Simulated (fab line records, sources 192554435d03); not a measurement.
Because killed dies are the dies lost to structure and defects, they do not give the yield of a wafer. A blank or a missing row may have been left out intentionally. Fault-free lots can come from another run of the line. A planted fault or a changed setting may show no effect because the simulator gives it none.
fab line records -- flow n5_finfet -- part 1 of 2: steps 1 to 20 of 30
record lots=5, wafers=15, last_day=17
route steps=1938 shown BEOL_M7@1288
lots with no fault: from the same line, run without faults
start_h: hours from the record's opening day to when the first of the lot's shown wafers began -- wait_h: how many hours have passed since the lot's step before this one -- " as in the row above -- L1.1+2: one row covering several wafers at once -- - no value, or no start was given -- * or withheld: withheld -- < > ~ a bound
route shown NAME@n: names a module that has steps shown in the file, with the first one's number in the route -- usual: mean/standard deviation taken from wafers without a fault -- same: alike in all rows -- chamber/n: place in a boat -- sites: per-site readings -- _std_site: their standard deviation -- _edge_site: inner sites' mean taken away from outer sites' mean -- radius_mm: how far each site lies from the wafer's centre -- mask NAME#n: copy n -- behind: tool/chamber where the wafer was last shaped -- hold: cause of the lot's hold/its duration in hours/its outcome -- device: transistor that didn't switch, given as n, p or np -- end of line: the tests these same wafers got at the end of their route -- step lacking rows: just its recipe -- killed: the dies lost at the first sort to structure and to defects; this is not the yield of the wafer -- map: shows each die of a wafer: x if killed, . if not, _ if none is there
set.NAME: the setting as run; set.NAME@STEP: as run at that earlier step -- model.NAME: the simulator's own value behind a step, which no gauge read
lots seen at some steps along the route; tables by step, rows by wafer
services: from which hour (start_h, from the record's first day; less than 0 if before it) a tool's chamber was out of use, for how many hours, and why
## steps
# step N5_BEOL_M7_COAT_64
# recipe resist=SiARC, temp_c=220, time_s=60, spin_rpm=1500, resist_thk_nm=12
# usual heater_power_total_W=427.7/2.2, spin_speed_rpm=1500.0/0.85
lot.wafer,tool,chamber,start_h,wait_h,heater_power_total_W,spin_speed_rpm
L074.4,litho_track-03,0,-,-,427.5,1500.6
L074.5,litho_track-03,0,-,-,424.3,1499.3
L074.6,litho_track-03,0,-,-,429.3,1499.1
L080.1,litho_track-01,0,-,-,425.8,1501.2
L080.3,litho_track-01,0,-,-,427.7,1499.2
L080.4,litho_track-01,0,-,-,429.8,1500.4
L089.2,litho_track-03,0,-,-,430.6,1499.7
L089.4,litho_track-03,0,-,-,428.7,1499.7
L089.5,litho_track-03,0,-,-,424.7,1500.5
L090.2,litho_track-05,0,-,-,430.8,1500.5
L090.4,litho_track-05,0,-,-,428.9,1500.8
L090.6,litho_track-05,0,-,-,424.3,1499.8
L097.1,litho_track-03,0,-,-,430.8,1501.6
L097.2,litho_track-03,0,-,-,430.9,1499.8
L097.6,litho_track-03,0,-,-,429.2,1499.7
# step N5_BEOL_M7_COAT_71
# recipe resist=underlayer, temp_c=205, time_s=60, spin_rpm=1500, resist_thk_nm=5
# usual heater_power_total_W=391.8/1.4, spin_speed_rpm=1500.1/0.98
lot.wafer,tool,chamber,start_h,wait_h,heater_power_total_W,spin_speed_rpm
L074.4,litho_track-03,0,-,-,392.1,1499.5
L074.5,litho_track-03,0,-,-,393.0,1500.3
L074.6,litho_track-03,0,-,-,393.6,1499.1
L080.1,litho_track-01,0,-,-,390.9,1499.9
L080.3,litho_track-01,0,-,-,390.9,1499.4
L080.4,litho_track-01,0,-,-,390.6,1498.1
L089.2,litho_track-03,0,-,-,389.7,1500.3
L089.4,litho_track-03,0,-,-,390.9,1499.1
L089.5,litho_track-03,0,-,-,390.4,1500.6
L090.2,litho_track-05,0,-,-,390.6,1499.2
L090.4,litho_track-05,0,-,-,390.4,1500.5
L090.6,litho_track-05,0,-,-,389.5,1500.3
L097.1,litho_track-03,0,-,-,393.4,1499.2
L097.2,litho_track-03,0,-,-,389.7,1500.0
L097.6,litho_track-03,0,-,-,393.9,1499.3
# step N5_BEOL_M7_COAT_22
# recipe resist=CAR-EUV, spin_rpm=1500, resist_thk_nm=30
# usual spin_speed_rpm=1500.1/0.84
lot.wafer,tool,chamber,start_h,wait_h,spin_speed_rpm
L074.4,litho_track-03,0,-,-,1499.3
L074.5,litho_track-03,0,-,-,1498.8
L074.6,litho_track-03,0,-,-,1499.2
L080.1,litho_track-01,0,-,-,1502.3
L080.3,litho_track-01,0,-,-,1499.1
L080.4,litho_track-01,0,-,-,1499.4
L089.2,litho_track-03,0,-,-,1499.8
L089.4,litho_track-03,0,-,-,1500.2
L089.5,litho_track-03,0,-,-,1501.0
L090.2,litho_track-05,0,-,-,1500.5
L090.4,litho_track-05,0,-,-,1499.9
L090.6,litho_track-05,0,-,-,1500.5
L097.1,litho_track-03,0,-,-,1500.3
L097.2,litho_track-03,0,-,-,1499.6
L097.6,litho_track-03,0,-,-,1500.3
# step N5_BEOL_M7_EBR_24
# recipe solvent=PGMEA, ebr_width_mm=1.5
lot.wafer,tool,chamber,start_h,wait_h
L074.4+5+6,litho_track-03,0,-,-
L080.1+3+4,litho_track-01,0,-,-
L089.2+4+5,litho_track-03,0,-,-
L090.2+4+6,litho_track-05,0,-,-
L097.1+2+6,litho_track-03,0,-,-
# step N5_BEOL_M7_SOFTBAKE_23
# recipe temp_c=110, time_s=60, resist=CAR-EUV
# usual heater_power_total_W=175.4/1.6
lot.wafer,tool,chamber,start_h,wait_h,heater_power_total_W
L074.4,litho_track-03,0,-,-,177.3
L074.5,litho_track-03,0,-,-,176.5
L074.6,litho_track-03,0,-,-,173.0
L080.1,litho_track-01,0,-,-,177.4
L080.3,litho_track-01,0,-,-,176.6
L080.4,litho_track-01,0,-,-,173.5
L089.2,litho_track-03,0,-,-,176.5
L089.4,litho_track-03,0,-,-,175.3
L089.5,litho_track-03,0,-,-,173.4
L090.2,litho_track-05,0,-,-,176.0
L090.4,litho_track-05,0,-,-,177.6
L090.6,litho_track-05,0,-,-,177.1
L097.1,litho_track-03,0,-,-,176.4
L097.2,litho_track-03,0,-,-,177.3
L097.6,litho_track-03,0,-,-,173.0
# step N5_BEOL_M7_EXPOSE_25
# recipe mask_id=V6, na=0.33, source_shape=annular, sigma_inner=0.4, sigma_outer=0.8, polarization=unpolarized, target_cd_nm=40, dose_mj=42.5
# same sigma_outer=0.8
lot.wafer,tool,chamber,start_h,wait_h,mask
L074.4+5+6,euv_scanner-02,0,199.18,-,V6#0
L080.1+3+4,euv_scanner-02,0,235.10,-,V6#0
L089.2+4+5,euv_scanner-01,0,278.93,-,V6#0
L090.2+4+6,euv_scanner-02,0,301.70,-,V6#0
L097.1+2+6,euv_scanner-02,0,332.16,-,V6#0
# step N5_BEOL_M7_PEB_26
# recipe peb_temp_c=100, peb_time_s=60, resist=CAR-EUV
# usual heater_power_total_W=153.9/1.1
lot.wafer,tool,chamber,start_h,wait_h,heater_power_total_W
L074.4,litho_track-03,0,199.23,0.0,154.1
L074.5,litho_track-03,0,199.23,0.0,154.1
L074.6,litho_track-03,0,199.23,0.0,153.1
L080.1,litho_track-05,0,235.17,0.1,154.7
L080.3,litho_track-05,0,235.17,0.1,152.5
L080.4,litho_track-05,0,235.17,0.1,152.3
L089.2,litho_track-05,0,278.99,0.1,155.4
L089.4,litho_track-05,0,278.99,0.1,154.8
L089.5,litho_track-05,0,278.99,0.1,154.7
L090.2,litho_track-01,0,301.76,0.1,154.8
L090.4,litho_track-01,0,301.76,0.1,155.6
L090.6,litho_track-01,0,301.76,0.1,152.7
L097.1,litho_track-01,0,332.23,0.1,153.9
L097.2,litho_track-01,0,332.23,0.1,152.3
L097.6,litho_track-01,0,332.23,0.1,155.2
# step N5_BEOL_M7_DEVELOP_27
# recipe develop_time_s=30, developer=TMAH, resist=CAR-EUV, rinse_liquid=surfactant_rinse, dry=air_spin, dev_temp_c=23
lot.wafer,tool,chamber,start_h,wait_h
L074.4+5+6,litho_track-03,0,-,-
L080.1+3+4,litho_track-05,0,-,-
L089.2+4+5,litho_track-05,0,-,-
L090.2+4+6,litho_track-01,0,-,-
L097.1+2+6,litho_track-01,0,-,-
# step N5_BEOL_M7_CD_MEAS_28
# recipe target_cd_nm=40, landing_energy_ev=500, detector=se_inlens
# usual cd_nm=39.98/0.21
lot.wafer,tool,chamber,start_h,wait_h,cd_nm
L074.4,cd_sem-01,0,199.30,-,40.31
L074.5,cd_sem-01,0,199.30,-,39.61
L074.6,cd_sem-01,0,199.30,-,40.32
L080.1,cd_sem-01,0,235.24,-,39.93
L080.3,cd_sem-01,0,235.24,-,39.86
L080.4,cd_sem-01,0,235.24,-,39.50
L089.2,cd_sem-03,0,279.06,-,39.92
L089.4,cd_sem-03,0,279.06,-,40.01
L089.5,cd_sem-03,0,279.06,-,40.06
L090.2,cd_sem-03,0,301.82,-,39.66
L090.4,cd_sem-03,0,301.82,-,39.94
L090.6,cd_sem-03,0,301.82,-,39.97
L097.1,cd_sem-03,0,332.30,-,40.07
L097.2,cd_sem-03,0,332.30,-,40.15
L097.6,cd_sem-03,0,332.30,-,39.98
# step N5_BEOL_M7_OVL_MEAS_29
# recipe points_per_wafer=522
# usual V6_OVL=-0.1/0.68
lot.wafer,tool,chamber,start_h,wait_h,V6_OVL[nm]
L074.4,overlay-02,0,199.34,0.0,0.3
L074.5,overlay-02,0,199.34,0.0,0.0
L074.6,overlay-02,0,199.34,0.0,0.2
L080.1,overlay-02,0,235.27,0.0,0.3
L080.3,overlay-02,0,235.27,0.0,0.5
L080.4,overlay-02,0,235.27,0.0,-0.2
L089.2,overlay-02,0,279.09,0.0,0.9
L089.4,overlay-02,0,279.09,0.0,1.2
L089.5,overlay-02,0,279.09,0.0,1.2
L090.2,overlay-01,0,301.86,0.0,-0.2
L090.4,overlay-01,0,301.86,0.0,0.1
L090.6,overlay-01,0,301.86,0.0,-0.2
L097.1,overlay-01,0,332.33,0.0,-0.6
L097.2,overlay-01,0,332.33,0.0,-0.7
L097.6,overlay-01,0,332.33,0.0,-0.8
# step N5_BEOL_M7_INSPECT_30
# recipe mode=adi, inspect_instrument=brightfield
# usual raw_defect_count=379/78
lot.wafer,tool,chamber,start_h,wait_h,raw_defect_count
L074.4,defect_inspect-01,-,199.38,0.0,402
L074.5,defect_inspect-01,-,199.38,0.0,467
L074.6,defect_inspect-01,-,199.38,0.0,330
L080.1,defect_inspect-02,-,235.33,0.1,389
L080.3,defect_inspect-02,-,235.33,0.1,373
L080.4,defect_inspect-02,-,235.33,0.1,301
L089.2,defect_inspect-01,-,279.15,0.0,314
L089.4,defect_inspect-01,-,279.15,0.0,481
L089.5,defect_inspect-01,-,279.15,0.0,291
L090.2,defect_inspect-01,-,301.91,0.0,275
L090.4,defect_inspect-01,-,301.91,0.0,250
L090.6,defect_inspect-01,-,301.91,0.0,337
L097.1,defect_inspect-01,-,332.39,0.1,461
L097.2,defect_inspect-01,-,332.39,0.1,402
L097.6,defect_inspect-01,-,332.39,0.1,300
# step N5_BEOL_M7_DESCUM_33
# recipe chemistry=O2, time_s=7, source_power_w=50, bias_power_w=20, pressure_mtorr=20, rf_frequency_hz=2.712e+07, temp_c=40, resist=CAR-EUV, o2_flow_sccm=225
# usual drypump_motor_current_A=5.6/0.46, oes_product_au=0.78/0.094, rf_vpp_V=243.1/1.3, showerhead_plenum_p_Torr=2.09/0.07, throttle_valve_pct=20.44/0.22
lot.wafer,tool,chamber,start_h,wait_h,drypump_motor_current_A,oes_product_au,rf_hours_counter_h,rf_vpp_V,showerhead_plenum_p_Torr,throttle_valve_pct
L074.4,rie_diel-05,2,199.45,0.1,6.3,0.69,222,242.0,1.99,20.81
L074.5,rie_diel-05,2,199.45,0.1,6.3,0.69,-,241.3,1.99,20.80
L074.6,rie_diel-05,1,199.45,0.1,5.0,0.71,-,245.3,2.15,20.25
L080.1,rie_diel-05,0,235.36,0.0,6.4,0.66,248,243.5,2.06,20.80
L080.3,rie_diel-05,3,235.36,0.0,5.5,0.74,180,242.6,2.00,20.57
L080.4,rie_diel-05,2,235.36,0.0,6.4,0.68,233,241.8,1.99,20.81
L089.2,rie_diel-05,3,279.18,0.0,5.5,0.72,201,241.9,1.99,20.61
L089.4,rie_diel-05,3,279.18,0.0,5.5,0.72,-,240.1,1.99,20.61
L089.5,rie_diel-05,0,279.18,0.0,6.4,0.97,-,242.9,2.05,20.46
L090.2,rie_diel-02,3,302.23,0.3,5.8,0.72,201,245.9,2.17,20.48
L090.4,rie_diel-02,0,302.23,0.3,5.9,0.87,-,244.7,2.20,19.91
L090.6,rie_diel-02,3,302.23,0.3,5.8,0.72,-,243.4,2.17,20.49
L097.1,rie_diel-02,3,332.42,0.0,5.8,0.71,211,244.7,2.16,20.51
L097.2,rie_diel-02,1,332.42,0.0,5.4,0.83,70,243.7,2.13,20.30
L097.6,rie_diel-02,3,332.42,0.0,5.8,0.71,-,244.5,2.16,20.53
# step N5_BEOL_M7_ETCH_72
# recipe chemistry=N2/H2, target=underlayer, target_depth_a=65, mask_material=CAR-EUV, time_s=5.2, ion_energy_ev=200, pressure_mtorr=30, source_w=840, bias_w=150, n2_flow_sccm=200, h2_flow_sccm=200, ends=cleared
# usual drypump_motor_current_A=5.6/0.46, etch_rf_on_time_s=5.18/0.07, oes_product_au=0.67/0.078, rf_vpp_V=523.9/2.6, showerhead_plenum_p_Torr=2.54/0.083, throttle_valve_pct=17.84/0.25
lot.wafer,tool,chamber,start_h,wait_h,drypump_motor_current_A,etch_rf_on_time_s,oes_product_au,rf_hours_counter_h,rf_vpp_V,showerhead_plenum_p_Torr,throttle_valve_pct
L074.4,rie_diel-05,2,199.48,0.0,6.4,5.22,0.58,222,519.0,2.41,18.19
L074.5,rie_diel-05,2,199.48,0.0,6.4,5.18,0.59,-,521.7,2.41,18.18
L074.6,rie_diel-05,1,199.48,0.0,5.0,5.31,0.61,-,525.9,2.62,17.79
L080.1,rie_diel-05,0,235.39,0.0,6.5,5.22,0.58,248,521.9,2.50,18.22
L080.3,rie_diel-05,3,235.39,0.0,5.5,5.17,0.63,180,523.4,2.43,18.02
L080.4,rie_diel-05,2,235.39,0.0,6.4,5.20,0.59,233,519.9,2.41,18.22
L089.2,rie_diel-05,3,279.23,0.0,5.5,5.11,0.62,201,521.6,2.42,18.03
L089.4,rie_diel-05,3,279.23,0.0,5.5,5.16,0.62,-,517.5,2.42,18.04
L089.5,rie_diel-05,0,279.23,0.0,6.4,5.04,0.83,-,523.6,2.50,17.83
L090.2,rie_diel-02,3,302.26,0.0,5.8,5.22,0.61,201,528.3,2.62,17.79
L090.4,rie_diel-02,0,302.26,0.0,5.9,5.28,0.72,-,526.7,2.68,17.24
L090.6,rie_diel-02,3,302.26,0.0,5.8,5.21,0.61,-,526.7,2.62,17.77
L097.1,rie_diel-02,3,332.46,0.0,5.8,5.29,0.61,212,525.7,2.61,17.81
L097.2,rie_diel-02,1,332.46,0.0,5.4,5.22,0.70,70,527.0,2.57,17.63
L097.6,rie_diel-02,3,332.46,0.0,5.8,5.30,0.60,-,527.1,2.61,17.77
# step N5_BEOL_M7_ETCH_65
# recipe chemistry=CF4, target=SiARC, target_depth_a=156, mask_material=CAR-EUV, time_s=26, ion_energy_ev=80, pressure_mtorr=40, source_w=545, bias_w=36, Ar_flow_sccm=100, cf4_flow_sccm=100, ends=cleared
# usual cf4_flow_sccm=100.0/0.34, drypump_motor_current_A=5.6/0.46, etch_rf_on_time_s=26.0/0.37, oes_product_au=0.67/0.078, rf_vpp_V=184.1/1.2, showerhead_plenum_p_Torr=2.14/0.067, throttle_valve_pct=15.61/0.22
lot.wafer,tool,chamber,start_h,wait_h,cf4_flow_sccm,drypump_motor_current_A,etch_rf_on_time_s,oes_product_au,rf_hours_counter_h,rf_vpp_V,showerhead_plenum_p_Torr,throttle_valve_pct
L074.4,rie_diel-05,2,199.50,0.0,100.3,6.4,26.4,0.58,222,184.7,2.03,15.93
L074.5,rie_diel-05,2,199.50,0.0,99.9,6.4,26.1,0.59,-,183.6,2.03,15.94
L074.6,rie_diel-05,1,199.50,0.0,99.7,5.0,26.7,0.61,-,184.8,2.20,15.53
L080.1,rie_diel-05,0,235.41,0.0,99.9,6.4,26.2,0.58,248,183.6,2.11,16.02
L080.3,rie_diel-05,3,235.41,0.0,99.4,5.5,25.8,0.63,180,183.2,2.05,15.77
L080.4,rie_diel-05,2,235.41,0.0,100.4,6.3,25.9,0.59,233,182.9,2.03,15.97
L089.2,rie_diel-05,3,279.26,0.0,99.8,5.5,25.9,0.62,201,183.1,2.04,15.79
L089.4,rie_diel-05,3,279.26,0.0,100.0,5.5,25.8,0.62,-,181.1,2.04,15.82
L089.5,rie_diel-05,0,279.26,0.0,100.4,6.5,25.2,0.83,-,184.7,2.11,15.58
L090.2,rie_diel-02,3,302.28,0.0,100.2,5.7,26.1,0.61,201,185.6,2.21,15.75
L090.4,rie_diel-02,0,302.28,0.0,99.4,5.9,26.1,0.74,-,186.7,2.25,15.15
L090.6,rie_diel-02,3,302.28,0.0,100.9,5.8,25.9,0.62,-,183.3,2.21,15.74
L097.1,rie_diel-02,3,332.47,0.0,100.2,5.8,26.4,0.61,212,184.3,2.21,15.78
L097.2,rie_diel-02,1,332.47,0.0,99.5,5.4,26.2,0.70,70,184.8,2.16,15.34
L097.6,rie_diel-02,3,332.47,0.0,99.8,5.8,26.3,0.61,-,185.4,2.21,15.75
# step N5_BEOL_M7_ETCH_66
# recipe chemistry=N2/H2, target=SOC, target_depth_a=800, overetch_a=160, mask_material=SiARC, temp_c=40, time_s=120, ion_energy_ev=200, pressure_mtorr=30, source_w=840, bias_w=150, n2_flow_sccm=200, h2_flow_sccm=200
# usual drypump_motor_current_A=5.6/0.46, oes_product_au=0.60/0.067, rf_vpp_V=523.8/2.5, showerhead_plenum_p_Torr=2.54/0.083, throttle_valve_pct=17.79/0.25
lot.wafer,tool,chamber,start_h,wait_h,drypump_motor_current_A,oes_product_au,rf_hours_counter_h,rf_vpp_V,showerhead_plenum_p_Torr,throttle_valve_pct
L074.4,rie_diel-05,2,199.53,0.0,6.4,0.53,222,520.0,2.41,18.15
L074.5,rie_diel-05,2,199.53,0.0,6.4,0.53,-,520.6,2.41,18.16
L074.6,rie_diel-05,1,199.53,0.0,5.0,0.55,-,524.5,2.62,17.77
L080.1,rie_diel-05,0,235.44,0.0,6.4,0.52,248,522.4,2.50,18.19
L080.3,rie_diel-05,3,235.44,0.0,5.5,0.56,180,520.1,2.43,17.96
L080.4,rie_diel-05,2,235.44,0.0,6.4,0.53,233,520.8,2.41,18.17
L089.2,rie_diel-05,3,279.30,0.0,5.5,0.54,201,519.5,2.42,18.03
L089.4,rie_diel-05,3,279.30,0.0,5.5,0.55,-,521.2,2.42,18.01
L089.5,rie_diel-05,0,279.30,0.0,6.5,0.73,-,522.4,2.50,17.77
L090.2,rie_diel-02,3,302.31,0.0,5.8,0.56,201,524.6,2.62,17.75
L090.4,rie_diel-02,0,302.31,0.0,5.9,0.66,-,527.1,2.68,17.22
L090.6,rie_diel-02,3,302.31,0.0,5.8,0.55,-,525.0,2.62,17.73
L097.1,rie_diel-02,3,332.50,0.0,5.8,0.55,212,526.9,2.61,17.76
L097.2,rie_diel-02,1,332.50,0.0,5.4,0.63,70,524.3,2.57,17.59
L097.6,rie_diel-02,3,332.50,0.0,5.8,0.55,-,526.3,2.62,17.76
# step N5_BEOL_M7_STRIP_69
# recipe chemistry=N2/H2, temp_c=40, n2_flow_sccm=200, h2_flow_sccm=200, rf_frequency_hz=6e+07
lot.wafer,tool,chamber,start_h,wait_h
L074.4+5+6,rie_diel-05,"2,2,1",199.61,0.0
L080.1+3+4,rie_diel-05,"0,3,2",235.52,0.0
L089.2+4+5,rie_diel-05,"3,3,0",279.42,0.1
L090.2+4+6,rie_diel-02,"3,0,3",302.39,0.0
L097.1+2+6,rie_diel-02,"3,1,3",332.58,0.0
# step N5_BEOL_M7_STRIP_73
# recipe chemistry=N2/H2, temp_c=40, n2_flow_sccm=200, h2_flow_sccm=200, rf_frequency_hz=6e+07
lot.wafer,tool,chamber,start_h,wait_h
L074.4+5+6,rie_diel-05,"2,2,1",199.62,0.0
L080.1+3+4,rie_diel-05,"0,3,2",235.53,0.0
L089.2+4+5,rie_diel-05,"3,3,0",279.44,0.0
L090.2+4+6,rie_diel-02,"3,0,3",302.40,0.0
L097.1+2+6,rie_diel-02,"3,1,3",332.59,0.0
# step N5_BEOL_M7_VIA_ETCH_34
# recipe chemistry=C4F6/O2, target=SiCOH_lowk, target_depth_a=1255, mask_material=SOC, taper_deg=4, time_s=50.5, ion_energy_ev=250, pressure_mtorr=30, source_w=345, bias_w=185, Ar_flow_sccm=300, C4F6_flow_sccm=10, O2_flow_sccm=10
# usual drypump_motor_current_A=5.6/0.46, oes_product_au=0.78/0.093, rf_vpp_V=663/11, showerhead_plenum_p_Torr=2.85/0.089, throttle_valve_pct=20.88/0.22
lot.wafer,tool,chamber,start_h,wait_h,drypump_motor_current_A,oes_product_au,rf_hours_counter_h,rf_vpp_V,showerhead_plenum_p_Torr,throttle_valve_pct
L074.4,rie_diel-05,2,199.63,0.0,6.4,0.69,222,677,2.70,21.16
L074.5,rie_diel-05,2,199.63,0.0,6.4,0.69,-,678,2.70,21.14
L074.6,rie_diel-05,1,199.63,0.0,5.1,0.71,-,659,2.93,20.76
L080.1,rie_diel-05,0,235.54,0.0,6.5,0.67,248,667,2.81,21.29
L080.3,rie_diel-05,3,235.54,0.0,5.5,0.74,180,649,2.73,21.08
L080.4,rie_diel-05,2,235.54,0.0,6.4,0.68,233,677,2.69,21.18
L089.2,rie_diel-05,3,279.45,0.0,5.5,0.72,201,649,2.72,21.13
L089.4,rie_diel-05,3,279.45,0.0,5.5,0.72,-,649,2.72,21.11
L089.5,rie_diel-05,0,279.45,0.0,6.4,0.97,-,668,2.80,20.94
L090.2,rie_diel-02,3,302.41,0.0,5.8,0.71,201,679,2.94,20.96
L090.4,rie_diel-02,0,302.41,0.0,5.9,0.86,-,677,3.00,20.39
L090.6,rie_diel-02,3,302.41,0.0,5.8,0.71,-,677,2.94,20.96
L097.1,rie_diel-02,3,332.60,0.0,5.8,0.71,212,679,2.94,20.98
L097.2,rie_diel-02,1,332.60,0.0,5.4,0.82,70,674,2.87,20.62
L097.6,rie_diel-02,3,332.60,0.0,5.8,0.71,-,679,2.94,20.97
# step N5_BEOL_M7_STRIP_76
# recipe chemistry=C4F6/O2, resist=SiARC, rf_frequency_hz=6e+07
lot.wafer,tool,chamber,start_h,wait_h
L074.4+5+6,rie_diel-05,"2,2,1",199.67,0.0
L080.1+3+4,rie_diel-05,"0,3,2",235.58,0.0
L089.2+4+5,rie_diel-05,"3,3,0",279.51,0.0
L090.2+4+6,rie_diel-02,"3,0,3",302.45,0.0
L097.1+2+6,rie_diel-02,"3,1,3",332.64,0.0
# step N5_BEOL_M7_STRIP_36
# recipe chemistry=N2/H2, power_w=450, temp_c=40, pressure_mtorr=20, rf_frequency_hz=6e+07, overash_fraction=0.3, bias_power_w=7, h2_frac=0.5, n2_flow_sccm=200, h2_flow_sccm=200
# usual drypump_motor_current_A=5.6/0.47, oes_product_au=0.78/0.094, rf_vpp_V=59.1/1.5, showerhead_plenum_p_Torr=2.54/0.083, throttle_valve_pct=23.59/0.29
lot.wafer,tool,chamber,start_h,wait_h,drypump_motor_current_A,oes_product_au,rf_hours_counter_h,rf_vpp_V,showerhead_plenum_p_Torr,throttle_valve_pct
L074.4,rie_diel-05,2,199.68,0.0,6.4,0.71,222,61.1,2.41,23.96
L074.5,rie_diel-05,2,199.68,0.0,6.4,0.70,-,59.4,2.41,23.98
L074.6,rie_diel-05,1,199.68,0.0,5.0,0.71,-,60.4,2.62,23.58
L080.1,rie_diel-05,0,235.59,0.0,6.4,0.66,248,56.8,2.50,23.96
L080.3,rie_diel-05,3,235.59,0.0,5.5,0.73,180,55.3,2.43,23.75
L080.4,rie_diel-05,2,235.59,0.0,6.4,0.68,233,58.9,2.40,23.99
L089.2,rie_diel-05,3,279.53,0.0,5.5,0.72,201,59.2,2.42,23.80
L089.4,rie_diel-05,3,279.53,0.0,5.5,0.72,-,57.5,2.42,23.79
L089.5,rie_diel-05,0,279.53,0.0,6.5,0.96,-,58.8,2.49,23.64
L090.2,rie_diel-02,3,302.46,0.0,5.8,0.72,201,60.4,2.61,23.35
L090.4,rie_diel-02,0,302.46,0.0,5.9,0.88,-,60.8,2.68,22.87
L090.6,rie_diel-02,3,302.46,0.0,5.7,0.71,-,59.2,2.62,23.37
L097.1,rie_diel-02,3,332.65,0.0,5.8,0.70,212,57.3,2.61,23.37
L097.2,rie_diel-02,1,332.65,0.0,5.4,0.82,70,58.9,2.57,23.50
L097.6,rie_diel-02,3,332.65,0.0,5.7,0.71,-,57.7,2.61,23.36
